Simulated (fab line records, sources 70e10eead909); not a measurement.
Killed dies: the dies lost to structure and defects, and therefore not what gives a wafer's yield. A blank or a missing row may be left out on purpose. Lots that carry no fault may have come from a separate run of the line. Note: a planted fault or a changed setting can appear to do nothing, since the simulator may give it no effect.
fab line records | flow nand_harc | part 1 of 2: steps 1 to 27 of 38
[record] lots = 5 | wafers = 15 | last_day = 33
route steps=1302 shown A_CHANNEL_FILL_D1@504 A_DECK1_JOINT@518
lots that met no fault: from a run of the same line without faults
start_h: the number of hours between the record's first day and the start of the first shown wafer of the lot | wait_h: hours from the lot's prior step to this one | " unchanged from the row above | L1.1+2: a single row standing in for several wafers | - value missing, or start not given | * or withheld: withheld | < > ~ a bound
route shown NAME@n: a module of which the file shows steps, and the number in the route of the first | usual: average and standard deviation across the fault-free wafers | same: alike in all rows | chamber/n: place in a boat | sites: the reading at each site | _std_site: standard deviation of those values | _edge_site: inner sites' mean taken away from outer sites' mean | radius_mm: how far each site lies from the wafer's centre | mask NAME#n: copy n | behind: tool/chamber where the wafer was last shaped | hold: what put the lot on hold/how long, in hours/how the hold closed | device: the transistor (n, p or np) that didn't switch | end of line: the tests these same wafers got at the end of their route | where a step has no rows: the recipe by itself | killed: dies lost to structure and defects at the first sort, not the wafer's yield | map: shows each die of a wafer: x if killed, . if not, _ if none is there
set.NAME: setting as actually run; set.NAME@STEP: the setting as run at that earlier step | model.NAME: the simulator's own value behind a step, which no gauge read
lots at selected steps of the route; one table per step, one row per wafer
services: the hour from which a tool's chamber was out of use, counted from the record's first day as start_h (under 0 if before that day), plus the number of hours and why
[[steps]]
[step NHARC_A_CHANNEL_FILL_D1_CVD_05]
[recipe] target_thk_a = 50 | temp_c = 550 | material = poly-Si
[usual] zone_power_centre_pct = 8.5/1.1
lot.wafer | tool          | chamber | start_h | wait_h | zone_power_centre_pct
L082.2    | lpcvd_poly-01 | 0       | 303.74  | 2.3    | 6.9
L082.4    | "             | 0       | "       | "      | 6.9
L082.6    | "             | 0       | "       | "      | 6.9
L085.1    | lpcvd_poly-04 | 0       | 325.38  | 2.4    | 8.7
L085.3    | "             | 0       | "       | "      | 8.6
L085.6    | "             | 0       | "       | "      | 8.7
L084.1    | lpcvd_poly-04 | 0       | 330.56  | 2.4    | 8.6
L084.4    | "             | 0       | "       | "      | 8.7
L084.5    | "             | 0       | "       | "      | 8.6
L091.1    | lpcvd_poly-04 | 0       | 380.40  | 2.4    | 8.6
L091.3    | "             | 0       | "       | "      | 8.5
L091.6    | "             | 0       | "       | "      | 8.6
L096.1    | lpcvd_poly-03 | 0       | 443.69  | 2.2    | 10.1
L096.3    | "             | 0       | "       | "      | 10.2
L096.5    | "             | 0       | "       | "      | 10.1
[step NHARC_A_CHANNEL_FILL_D1_ANNEAL_22]
[recipe] temp_c = 620 | time_s = 7200
[usual] zone_power_centre_pct = 8.4/0.62
lot.wafer | tool       | chamber | start_h | wait_h | zone_power_centre_pct
L082.2    | furnace-08 | 0       | 309.08  | 3.5    | 7.7
L082.4    | "          | 0       | "       | "      | 7.8
L082.6    | "          | 0       | "       | "      | 7.6
L085.1    | furnace-08 | 0       | 330.67  | 3.5    | 7.7
L085.3    | "          | 0       | "       | "      | 7.8
L085.6    | "          | 0       | "       | "      | 7.7
L084.1    | furnace-04 | 0       | 335.81  | 3.4    | 9.1
L084.4    | "          | 0       | "       | "      | 9.1
L084.5    | "          | 0       | "       | "      | 9.2
L091.1    | furnace-08 | 0       | 385.75  | 3.5    | 7.7
L091.3    | "          | 0       | "       | "      | 7.6
L091.6    | "          | 0       | "       | "      | 7.7
L096.1    | furnace-04 | 0       | 448.94  | 3.4    | 9.3
L096.3    | "          | 0       | "       | "      | 9.2
L096.5    | "          | 0       | "       | "      | 9.0
[step NHARC_A_CHANNEL_FILL_D1_THK_MEAS_06]
[recipe] thk_meas_gauge = ellipsometry
[usual] thk_nm = 5.0/0.94
lot.wafer | tool          | chamber | start_h | wait_h | thk_nm
L082.2    | film_metro-02 | -       | 313.10  | 0.4    | 4.6
L082.4    | "             | -       | "       | "      | 4.1
L082.6    | "             | -       | "       | "      | 5.4
L085.1    | film_metro-01 | -       | 334.72  | 0.4    | 3.7
L085.3    | "             | -       | "       | "      | 3.0
L085.6    | "             | -       | "       | "      | 5.6
L084.1    | film_metro-02 | -       | 339.79  | 0.4    | 4.8
L084.4    | "             | -       | "       | "      | 5.2
L084.5    | "             | -       | "       | "      | 5.3
L091.1    | film_metro-02 | -       | 389.80  | 0.4    | 5.6
L091.3    | "             | -       | "       | "      | 4.7
L091.6    | "             | -       | "       | "      | 3.2
L096.1    | film_metro-02 | -       | 452.92  | 0.4    | 5.0
L096.3    | "             | -       | "       | "      | 5.5
L096.5    | "             | -       | "       | "      | 6.0
[step NHARC_A_CHANNEL_FILL_D1_ALD_25]
[recipe] target_thk_a = 600 | pulse_time_s = 10 | ald_cycles = 600 | temp_c = 300 | material = SiOx
[usual] heater_power_w = 494/59 | precursor_pulse_height_rel = 0.999/0.021 | susceptor_temp_C = 300.00/0.18
[same] pulse_time_s = 10
lot.wafer | tool      | chamber | start_h | wait_h | heater_power_w | precursor_pulse_height_rel | susceptor_temp_C
L082.2    | ald_hk-01 | 1       | 313.15  | 0.1    | 533            | 1.000                      | 299.86
L082.4    | "         | 2       | "       | "      | 476            | 0.977                      | 300.09
L082.6    | "         | 2       | 316.23  | 3.1    | 473            | 1.016                      | 299.90
L085.3    | ald_hk-01 | 1       | 334.78  | 0.1    | 537            | 0.998                      | 299.94
L085.1    | "         | 0       | 336.60  | 1.9    | 613            | 0.957                      | 300.09
L085.6    | "         | 1       | "       | "      | 532            | 0.982                      | 300.01
L084.1    | ald_hk-03 | 2       | 339.84  | 0.1    | 530            | 0.982                      | 300.05
L084.4    | "         | 3       | "       | "      | 408            | 1.014                      | 299.84
L084.5    | "         | 2       | 342.35  | 2.6    | 533            | 0.986                      | 300.01
L091.1    | ald_hk-04 | 0       | 390.48  | 0.7    | 485            | 0.997                      | 300.25
L091.3    | "         | 1       | "       | "      | 441            | 1.003                      | 299.73
L091.6    | "         | 3       | 392.34  | 2.5    | 425            | 1.002                      | 299.93
L096.1    | ald_hk-03 | 2       | 454.19  | 1.3    | 557            | 1.006                      | -
L096.3    | "         | 3       | "       | "      | 381            | 0.985                      | -
L096.5    | "         | 0       | "       | "      | 491            | 0.993                      | -
[step NHARC_A_CHANNEL_FILL_D1_ETCHBACK_08]
[recipe] target_depth_a = 2200 | time_s = 110 | c4f8_flow_sccm = 20 | ar_flow_sccm = withheld | rf_w = 600 | bias_w = 300 | chemistry = C4F8
[usual] oes_product_au = 0.96/0.035 | rf_vpp_V = 442/3.1
lot.wafer | tool        | chamber | start_h | wait_h | oes_product_au | rf_hours_counter_h | rf_vpp_V
L082.2    | rie_diel-13 | 0       | -       | -      | 0.93           | 6.9                | 446
L082.4    | "           | 2       | "       | "      | 0.93           | 5.5                | 443
L082.6    | "           | 1       | "       | "      | 0.92           | -                  | 437
L085.3    | rie_diel-13 | 3       | -       | -      | 0.93           | 7.7                | 445
L085.1    | "           | 0       | "       | "      | 0.93           | 7.7                | 445
L085.6    | "           | 2       | "       | "      | 1.00           | -                  | 445
L084.4    | rie_diel-09 | 3       | -       | -      | 1.00           | 1.5                | 436
L084.1    | "           | 2       | "       | "      | 1.00           | 0.8                | 441
L084.5    | "           | 0       | "       | "      | 0.99           | -                  | 444
L091.1    | rie_diel-05 | 1       | -       | -      | 0.96           | 8.9                | 441
L091.3    | "           | 2       | "       | "      | 0.97           | 9.2                | 438
L091.6    | "           | 3       | "       | "      | 0.97           | -                  | 438
L096.1    | rie_diel-13 | 0       | -       | -      | 0.92           | 7.1                | 444
L096.3    | "           | 1       | "       | "      | 0.91           | 7.1                | 438
L096.5    | "           | 1       | "       | "      | 0.91           | -                  | 439
[step NHARC_A_CHANNEL_FILL_D1_STRIP_29]
[recipe] time_s = 20 | o2_flow_sccm = 500 | ar_flow_sccm = 0 | bias_w = 0 | chemistry = O2
[usual] drypump_motor_current_A = 5.7/0.45 | o2_flow_sccm = 500.1/1.3 | oes_product_au = 1.000/0.0079 | rf_vpp_V = 57.9/0.83 | showerhead_plenum_p_Torr = 3.58/0.16 | throttle_valve_pct = 17.038/0.0087
lot.wafer | tool        | chamber | start_h | wait_h | drypump_motor_current_A | o2_flow_sccm | oes_product_au | rf_hours_counter_h | rf_vpp_V | showerhead_plenum_p_Torr | throttle_valve_pct
L082.4    | rie_diel-13 | 2       | -       | -      | 5.4                     | 503.3        | 0.994          | 5.5                | 57.6     | 3.72                     | 17.044
L082.2    | "           | 0       | "       | "      | 5.1                     | 499.7        | 1.001          | 6.9                | 56.1     | 3.78                     | 17.040
L082.6    | "           | 2       | "       | "      | 5.4                     | 503.1        | 0.992          | -                  | 58.9     | 3.72                     | 17.057
L085.3    | rie_diel-13 | 0       | -       | -      | 5.1                     | 501.3        | 1.005          | 7.9                | 58.0     | 3.78                     | 17.029
L085.1    | "           | 1       | "       | "      | 6.0                     | 501.0        | 1.001          | 7.6                | 58.8     | 3.42                     | 17.035
L085.6    | "           | 0       | "       | "      | 5.1                     | 500.6        | 0.994          | -                  | 58.3     | 3.78                     | 17.018
L084.1    | rie_diel-09 | 1       | -       | -      | 4.8                     | 499.3        | 1.007          | 2.0                | 58.6     | 3.61                     | 17.038
L084.4    | "           | 2       | "       | "      | 5.3                     | 502.8        | 0.997          | 0.8                | 58.1     | 3.51                     | 17.031
L084.5    | "           | 0       | "       | "      | 5.6                     | 502.0        | 1.002          | -                  | 57.9     | 3.68                     | 17.027
L091.3    | rie_diel-05 | 0       | -       | -      | 6.1                     | 499.3        | 0.982          | 10.0               | 58.2     | 3.77                     | 17.056
L091.1    | "           | 2       | "       | "      | 6.1                     | 502.1        | 0.992          | 9.3                | 58.2     | 3.34                     | 17.055
L091.6    | "           | 0       | "       | "      | 6.1                     | 500.3        | 0.995          | -                  | 58.4     | 3.77                     | 17.032
L096.1    | rie_diel-13 | 1       | 458.70  | 0.2    | 6.1                     | 499.9        | 0.981          | 7.2                | 56.6     | 3.42                     | 17.040
L096.3    | "           | 2       | "       | "      | 5.4                     | 501.0        | 0.990          | 6.7                | 57.7     | 3.72                     | 17.041
L096.5    | "           | 0       | "       | "      | 5.1                     | 500.2        | 0.994          | -                  | 59.1     | 3.77                     | 17.051
[step NHARC_A_CHANNEL_FILL_D1_PRECLEAN_30]
[recipe] time_s = 30 | chemistry = dHF
lot.wafer  | tool         | chamber | start_h | wait_h
L082.2+6+4 | wet_bench-07 | 1,2,3   | 318.96  | -
L085.6+3+1 | wet_bench-05 | 5,0,1   | 340.65  | -
L084.4+5+1 | wet_bench-05 | 0,1,2   | 345.71  | -
L091.3+6+1 | wet_bench-07 | 6,7,3   | 395.69  | -
L096.5+1+3 | wet_bench-05 | 0,1,2   | 458.81  | -
[step NHARC_A_CHANNEL_FILL_D1_SRD_31]
lot.wafer  | tool         | chamber | start_h | wait_h
L082.2+6+4 | wet_bench-07 | 1,2,3   | 318.98  | 0.0
L085.6+3+1 | wet_bench-05 | 5,0,1   | 340.67  | 0.0
L084.4+5+1 | wet_bench-05 | 0,1,2   | 345.74  | 0.0
L091.3+6+1 | wet_bench-07 | 6,7,3   | 395.71  | 0.0
L096.5+1+3 | wet_bench-05 | 0,1,2   | 458.82  | 0.0
[step NHARC_A_CHANNEL_FILL_D1_CVD_09]
[recipe] target_thk_a = 1500 | temp_c = 620 | pressure_mtorr = 200 | time_s = 3000 | material = poly-Si
[usual] zone_power_centre_pct = 10.5/1.6
lot.wafer | tool          | chamber | start_h | wait_h | zone_power_centre_pct
L082.2    | lpcvd_poly-04 | 0       | 321.43  | 2.4    | 10.3
L082.4    | "             | 0       | "       | "      | 10.4
L082.6    | "             | 0       | "       | "      | 10.4
L085.1    | lpcvd_poly-03 | 0       | 342.96  | 2.3    | 12.3
L085.3    | "             | 0       | "       | "      | 12.3
L085.6    | "             | 0       | "       | "      | 12.3
L084.1    | lpcvd_poly-04 | 0       | 348.19  | 2.4    | 10.5
L084.4    | "             | 0       | "       | "      | 10.4
L084.5    | "             | 0       | "       | "      | 10.5
L091.1    | lpcvd_poly-04 | 0       | 398.16  | 2.4    | 10.5
L091.3    | "             | 0       | "       | "      | 10.3
L091.6    | "             | 0       | "       | "      | 10.4
L096.1    | lpcvd_poly-01 | 0       | 461.17  | 2.3    | 8.3
L096.3    | "             | 0       | "       | "      | 8.5
L096.5    | "             | 0       | "       | "      | 8.4
[step NHARC_A_CHANNEL_FILL_D1_CMP_10]
[recipe] target_thk_nm = 150
[usual] edge_zone_pressure_frac = 1.000/0.0051 | motor_current_A = 12.4/1.1 | time_to_endpoint_s = 15.0/2.3
lot.wafer | tool   | chamber | start_h | wait_h | edge_zone_pressure_frac | motor_current_A | time_to_endpoint_s
L082.2    | cmp-02 | 3       | 324.64  | 0.4    | 0.996                   | 13.7            | 21.6
L082.4    | "      | 0       | "       | "      | 0.992                   | 12.3            | 17.7
L082.6    | "      | 3       | "       | "      | 1.000                   | 12.5            | 19.9
L085.1    | cmp-01 | 0       | 346.13  | 0.4    | 0.993                   | 12.4            | 11.8
L085.3    | "      | 1       | "       | "      | 1.011                   | 10.3            | 13.4
L085.6    | "      | 0       | "       | "      | 0.999                   | 12.5            | 12.1
L084.1    | cmp-01 | 1       | 351.38  | 0.4    | 1.008                   | 10.2            | 13.5
L084.4    | "      | 2       | "       | "      | 0.995                   | 15.1            | 15.5
L084.5    | "      | 1       | "       | "      | 1.005                   | 9.9             | 15.4
L091.1    | cmp-01 | 3       | 401.40  | 0.4    | 1.002                   | 13.1            | 10.8
L091.3    | "      | 0       | "       | "      | 1.005                   | 12.5            | 11.3
L091.6    | "      | 2       | "       | "      | 1.004                   | 14.9            | 13.1
L096.3    | cmp-04 | 3       | 464.37  | 0.4    | 0.998                   | 12.1            | 17.8
L096.1    | "      | 0       | "       | "      | 0.999                   | 12.8            | 16.1
L096.5    | "      | 2       | "       | "      | 1.001                   | 11.5            | 17.0
[step NHARC_A_CHANNEL_FILL_D1_SRD_12]
lot.wafer  | tool         | chamber | start_h | wait_h
L082.6+4+2 | wet_bench-07 | 2,4,5   | 324.91  | 0.0
L085.3+1+6 | wet_bench-04 | 1,2,4   | 346.44  | 0.0
L084.1+5+4 | wet_bench-05 | 7,0,2   | 351.69  | 0.0
L091.1+3+6 | wet_bench-05 | 3,5,6   | 401.65  | 0.0
L096.3+5+1 | wet_bench-05 | 3,4,7   | 464.63  | 0.0
[step NHARC_A_CHANNEL_FILL_D1_INSPECT_13]
[usual] raw_defect_count = 276/100
lot.wafer | tool              | chamber | start_h | wait_h | raw_defect_count
L082.2    | defect_inspect-01 | -       | 325.02  | 0.0    | 92
L082.4    | "                 | -       | "       | "      | 123
L082.6    | "                 | -       | "       | "      | 129
L085.1    | defect_inspect-01 | -       | 346.57  | 0.0    | 419
L085.3    | "                 | -       | "       | "      | 226
L085.6    | "                 | -       | "       | "      | 218
L084.1    | defect_inspect-02 | -       | 351.79  | 0.0    | 124
L084.4    | "                 | -       | "       | "      | 212
L084.5    | "                 | -       | "       | "      | 233
L091.1    | defect_inspect-01 | -       | 401.76  | 0.0    | 461
L091.3    | "                 | -       | "       | "      | 210
L091.6    | "                 | -       | "       | "      | 363
L096.1    | defect_inspect-01 | -       | 464.75  | 0.0    | 309
L096.3    | "                 | -       | "       | "      | 264
L096.5    | "                 | -       | "       | "      | 286
[step NHARC_A_DECK1_JOINT_ETCHBACK_07]
[recipe] target_depth_a = 1050 | time_s = 26.9 | hbr_flow_sccm = 150 | rf_w = 350 | icp_w = 350 | bias_w = 60 | chemistry = HBr
[usual] drypump_motor_current_A = 5.8/0.33 | oes_product_au = 0.999/0.0076 | throttle_valve_pct = 23.265/0.0085
lot.wafer | tool      | chamber | start_h | wait_h | drypump_motor_current_A | oes_product_au | rf_hours_counter_h | throttle_valve_pct
L082.4    | rie_si-05 | 1       | 325.11  | 0.1    | 5.7                     | 0.995          | 0.1                | 23.272
L082.2    | "         | 2       | "       | "      | 6.2                     | 1.002          | 0.1                | 23.274
L082.6    | "         | 0       | "       | "      | 6.3                     | 0.996          | -                  | 23.259
L085.3    | rie_si-01 | 1       | 346.65  | 0.1    | 5.6                     | 1.005          | 1.1                | 23.256
L085.1    | "         | 2       | "       | "      | 5.4                     | 1.009          | 0.9                | 23.269
L085.6    | "         | 2       | "       | "      | 5.4                     | 1.000          | -                  | 23.267
L084.1    | rie_si-01 | 0       | 351.89  | 0.1    | 5.6                     | 0.993          | 1.2                | 23.263
L084.4    | "         | 1       | "       | "      | 5.6                     | 0.991          | -                  | 23.277
L084.5    | "         | 0       | "       | "      | 5.6                     | 0.992          | -                  | 23.273
L091.1    | rie_si-05 | 1       | 401.83  | 0.1    | 5.7                     | 1.001          | 0.6                | 23.269
L091.3    | "         | 3       | "       | "      | 5.6                     | 0.989          | 0.6                | 23.279
L091.6    | "         | 1       | "       | "      | 5.7                     | 0.995          | -                  | 23.279
L096.1    | rie_si-01 | 3       | 464.81  | 0.1    | 6.2                     | 1.001          | 0.7                | 23.268
L096.3    | "         | 0       | "       | "      | 5.6                     | 0.995          | 0.6                | 23.272
L096.5    | "         | 3       | "       | "      | 6.2                     | 0.991          | -                  | 23.267
[step NHARC_A_DECK1_JOINT_ETCH_25]
[recipe] target_depth_a = 5 | chemistry = dHF | material = SiO2
lot.wafer  | tool         | chamber | start_h | wait_h
L082.2+4+6 | wet_bench-09 | 3,5,7   | 325.23  | 0.1
L085.6+1+3 | wet_bench-06 | 4,7,0   | 346.80  | 0.1
L084.5+4+1 | wet_bench-06 | 0,3,4   | 352.03  | 0.1
L091.3+6+1 | wet_bench-09 | 3,4,6   | 401.97  | 0.1
L096.3+5+1 | wet_bench-09 | 6,0,1   | 464.97  | 0.1
[step NHARC_A_DECK1_JOINT_ETCH_19]
[recipe] temp_c = 25 | target_depth_a = 30 | chemistry = TMAH | material = poly-Si
lot.wafer  | tool         | chamber | start_h | wait_h
L082.2+4+6 | wet_bench-09 | 3,5,7   | 325.27  | 0.0
L085.6+1+3 | wet_bench-06 | 4,7,0   | 346.84  | 0.0
L084.5+4+1 | wet_bench-06 | 0,3,4   | 352.06  | 0.0
L091.3+6+1 | wet_bench-09 | 3,4,6   | 402.01  | 0.0
L096.3+5+1 | wet_bench-09 | 6,0,1   | 465.00  | 0.0
[step NHARC_A_DECK1_JOINT_ETCH_18]
[recipe] target_depth_a = 30 | chemistry = dHF | material = SiO2
lot.wafer  | tool         | chamber | start_h | wait_h
L082.2+4+6 | wet_bench-09 | 3,5,7   | -       | -
L085.6+1+3 | wet_bench-06 | 4,7,0   | -       | -
L084.5+4+1 | wet_bench-06 | 0,3,4   | -       | -
L091.3+6+1 | wet_bench-09 | 3,4,6   | -       | -
L096.3+5+1 | wet_bench-09 | 6,0,1   | -       | -
[step NHARC_A_DECK1_JOINT_WET_08]
[recipe] temp_c = 160 | time_s = 86 | chemistry = H3PO4
lot.wafer  | tool         | chamber | start_h | wait_h
L082.2+4+6 | wet_h3po4-02 | 0       | 327.07  | -
L085.1+3+6 | wet_h3po4-02 | 1       | 348.65  | -
L084.1+4+5 | wet_h3po4-02 | 1       | 353.87  | -
L091.1+3+6 | wet_h3po4-01 | 1       | 403.81  | -
L096.1+3+5 | wet_h3po4-01 | 1       | 466.80  | -
[step NHARC_A_DECK1_JOINT_ETCH_09]
[recipe] target_depth_a = 50 | chemistry = dHF | material = SiO2
lot.wafer  | tool         | chamber | start_h | wait_h
L082.6+2+4 | wet_bench-06 | 5,6,1   | 327.62  | 0.0
L085.1+6+3 | wet_bench-09 | 1,2,3   | 349.20  | 0.0
L084.1+5+4 | wet_bench-02 | 4,5,7   | 354.42  | 0.0
L091.6+1+3 | wet_bench-02 | 0,2,3   | 404.38  | 0.0
L096.3+5+1 | wet_bench-09 | 3,6,0   | 467.34  | 0.0
[step NHARC_A_DECK1_JOINT_WET_10]
[recipe] temp_c = 160 | time_s = 86 | chemistry = H3PO4
lot.wafer  | tool         | chamber | start_h | wait_h
L082.2+4+6 | wet_h3po4-02 | 0       | 329.31  | 1.7
L085.1+3+6 | wet_h3po4-02 | 0       | 350.89  | 1.7
L084.1+4+5 | wet_h3po4-01 | 1       | 356.14  | 1.7
L091.1+3+6 | wet_h3po4-01 | 1       | 406.08  | 1.7
L096.1+3+5 | wet_h3po4-02 | 1       | 469.19  | 1.8
[step NHARC_A_DECK1_JOINT_ETCH_11]
[recipe] target_depth_a = 350 | chemistry = dHF | material = SiO2
lot.wafer  | tool         | chamber | start_h | wait_h
L082.4+2+6 | wet_bench-09 | 1,2,3   | 329.94  | 0.1
L085.6+1+3 | wet_bench-09 | 3,4,5   | 351.51  | 0.1
L084.5+4+1 | wet_bench-02 | 7,1,3   | 356.73  | 0.1
L091.1+3+6 | wet_bench-02 | 0,1,2   | 406.77  | 0.2
L096.1+5+3 | wet_bench-06 | 3,5,0   | 469.74  | 0.0
[step NHARC_A_DECK1_JOINT_CVD_12]
[recipe] target_thk_a = 900 | temp_c = 620 | pressure_mtorr = 200 | time_s = 1800 | material = poly-Si
[usual] zone_power_centre_pct = 10.6/1.2
lot.wafer | tool          | chamber | start_h | wait_h | zone_power_centre_pct
L082.2    | lpcvd_poly-04 | 0       | 332.55  | 2.6    | 10.4
L082.4    | "             | 0       | "       | "      | 10.3
L082.6    | "             | 0       | "       | "      | 10.3
L085.1    | lpcvd_poly-03 | 0       | 354.08  | 2.5    | 12.1
L085.3    | "             | 0       | "       | "      | 12.2
L085.6    | "             | 0       | "       | "      | 12.1
L084.1    | lpcvd_poly-04 | 0       | 359.50  | 2.5    | 10.4
L084.4    | "             | 0       | "       | "      | 10.3
L084.5    | "             | 0       | "       | "      | 10.5
L091.1    | lpcvd_poly-02 | 0       | 411.84  | 5.0    | 9.5
L091.3    | "             | 0       | "       | "      | 9.5
L091.6    | "             | 0       | "       | "      | 9.6
L096.1    | lpcvd_poly-02 | 0       | 472.41  | 2.6    | 9.4
L096.3    | "             | 0       | "       | "      | 9.4
L096.5    | "             | 0       | "       | "      | 9.5
[step NHARC_A_DECK1_JOINT_CMP_13]
[recipe] target_thk_nm = 51.023
[usual] edge_zone_pressure_frac = 1.000/0.0056 | motor_current_A = 12.3/1.4 | time_to_endpoint_s = 9.0/2.6
lot.wafer | tool   | chamber | start_h | wait_h | edge_zone_pressure_frac | motor_current_A | time_to_endpoint_s
L082.2    | cmp-02 | 3       | 335.42  | 0.4    | 1.006                   | 12.3            | 9.7
L082.4    | "      | 2       | "       | "      | 1.011                   | 12.1            | 9.8
L082.6    | "      | 0       | "       | "      | 0.993                   | 12.5            | 8.3
L085.1    | cmp-02 | 0       | 356.96  | 0.4    | 0.988                   | 12.1            | 9.4
L085.3    | "      | 2       | "       | "      | 0.998                   | 11.6            | 10.1
L085.6    | "      | 1       | "       | "      | 0.996                   | 12.5            | 10.1
L084.4    | cmp-01 | 1       | 362.36  | 0.4    | 0.994                   | 9.9             | 5.5
L084.1    | "      | 3       | "       | "      | 1.000                   | 12.7            | 7.0
L084.5    | "      | 1       | "       | "      | 1.008                   | 9.9             | 5.6
L091.3    | cmp-01 | 0       | 414.70  | 0.4    | 1.000                   | 12.0            | 8.0
L091.1    | "      | 3       | "       | "      | 0.994                   | 12.5            | 5.9
L091.6    | "      | 0       | "       | "      | 1.002                   | 12.1            | 6.5
L096.3    | cmp-01 | 3       | 475.31  | 0.4    | 0.993                   | 12.2            | 4.9
L096.1    | "      | 1       | "       | "      | 0.998                   | 10.0            | 5.1
L096.5    | "      | 3       | "       | "      | 0.997                   | 13.7            | 4.0
[step NHARC_A_DECK1_JOINT_THK_MEAS_14]
[recipe] thk_meas_gauge = ellipsometry
[usual] thk_nm = 51.2/1.4
lot.wafer | tool          | chamber | start_h | wait_h | thk_nm
L082.2    | film_metro-02 | -       | 335.68  | 0.2    | 50.3
L082.4    | "             | -       | "       | "      | 53.3
L082.6    | "             | -       | "       | "      | 49.5
L085.1    | film_metro-02 | -       | 357.21  | 0.2    | 51.8
L085.3    | "             | -       | "       | "      | 53.4
L085.6    | "             | -       | "       | "      | 52.3
L084.1    | film_metro-01 | -       | 362.59  | 0.2    | 48.3
L084.4    | "             | -       | "       | "      | 51.3
L084.5    | "             | -       | "       | "      | 50.6
L091.1    | film_metro-02 | -       | 414.95  | 0.2    | 47.6
L091.3    | "             | -       | "       | "      | 48.1
L091.6    | "             | -       | "       | "      | 49.3
L096.1    | film_metro-01 | -       | 475.54  | 0.2    | 47.9
L096.3    | "             | -       | "       | "      | 48.5
L096.5    | "             | -       | "       | "      | 49.3
[step NHARC_A_DECK1_JOINT_SRD_04]
lot.wafer  | tool         | chamber | start_h | wait_h
L082.6+2+4 | wet_bench-02 | 6,7,0   | 335.74  | 0.1
L085.6+1+3 | wet_bench-06 | 3,5,6   | 357.26  | 0.0
L084.5+1+4 | wet_bench-06 | 0,1,4   | 362.63  | 0.0
L091.6+1+3 | wet_bench-06 | 3,5,0   | 414.99  | 0.0
L096.3+5+1 | wet_bench-09 | 7,0,1   | 475.58  | 0.0
[step NHARC_A_DECK1_JOINT_ETCHBACK_00]
[recipe] target_depth_a = 300 | time_s = 17.4 | hbr_flow_sccm = 150 | rf_w = 350 | icp_w = 350 | bias_w = 60 | chemistry = HBr
[usual] drypump_motor_current_A = 5.8/0.32 | oes_product_au = 0.998/0.007 | throttle_valve_pct = 23.265/0.0091
lot.wafer | tool      | chamber | start_h | wait_h | drypump_motor_current_A | oes_product_au | rf_hours_counter_h | throttle_valve_pct
L082.2    | rie_si-05 | 1       | 335.83  | 0.1    | 5.7                     | 0.986          | 0.14               | 23.287
L082.4    | "         | 1       | "       | "      | 5.7                     | 0.978          | -                  | 23.243
L082.6    | "         | 2       | "       | "      | 6.3                     | 1.006          | -                  | 23.264
L085.1    | rie_si-03 | 0       | 357.34  | 0.1    | 6.1                     | 0.997          | 0.68               | 23.257
L085.3    | "         | 3       | "       | "      | 5.9                     | 0.999          | 0.68               | 23.267
L085.6    | "         | 0       | "       | "      | 6.1                     | 1.001          | -                  | 23.271
L084.1    | rie_si-03 | 1       | 362.72  | 0.1    | 5.3                     | 0.995          | 0.95               | 23.236
L084.4    | "         | 2       | "       | "      | 5.6                     | 1.004          | 0.93               | 23.271
L084.5    | "         | 2       | "       | "      | 5.6                     | 1.004          | -                  | 23.277
L091.1    | rie_si-01 | 2       | 415.08  | 0.1    | 5.4                     | 1.011          | 0.32               | 23.274
L091.3    | "         | 0       | "       | "      | 5.6                     | 1.002          | 0.22               | 23.257
L091.6    | "         | 2       | "       | "      | 5.4                     | 1.005          | -                  | 23.265
L096.3    | rie_si-01 | 3       | 475.68  | 0.1    | 6.2                     | 0.995          | 0.84               | 23.264
L096.1    | "         | 0       | "       | "      | 5.6                     | 0.995          | 0.68               | 23.264
L096.5    | "         | 3       | "       | "      | 6.2                     | 1.005          | -                  | 23.264
[step NHARC_A_DECK1_JOINT_PRECLEAN_30]
[recipe] time_s = * | temp_c = 50 | bath_age_min = 0 | chemistry = SC1
[same] bath_age_min = 0
lot.wafer  | tool         | chamber | start_h | wait_h
L082.2+4+6 | wet_bench-09 | 1,4,6   | 336.00  | 0.2
L085.1+3+6 | wet_bench-02 | 4,5,6   | 357.51  | 0.2
L084.4+5+1 | wet_bench-09 | 1,3,4   | 362.86  | 0.1
L091.1+6+3 | wet_bench-09 | 1,2,3   | 415.23  | 0.1
L096.1+3+5 | wet_bench-06 | 4,5,6   | 475.82  | 0.1
[step NHARC_A_DECK1_JOINT_SRD_31]
lot.wafer  | tool         | chamber | start_h | wait_h
L082.2+4+6 | wet_bench-09 | 1,4,6   | -       | -
L085.1+3+6 | wet_bench-02 | 4,5,6   | 357.55  | 0.0
L084.4+5+1 | wet_bench-09 | 1,3,4   | -       | -
L091.1+6+3 | wet_bench-09 | 1,2,3   | -       | -
L096.1+3+5 | wet_bench-06 | 4,5,6   | 475.89  | 0.0
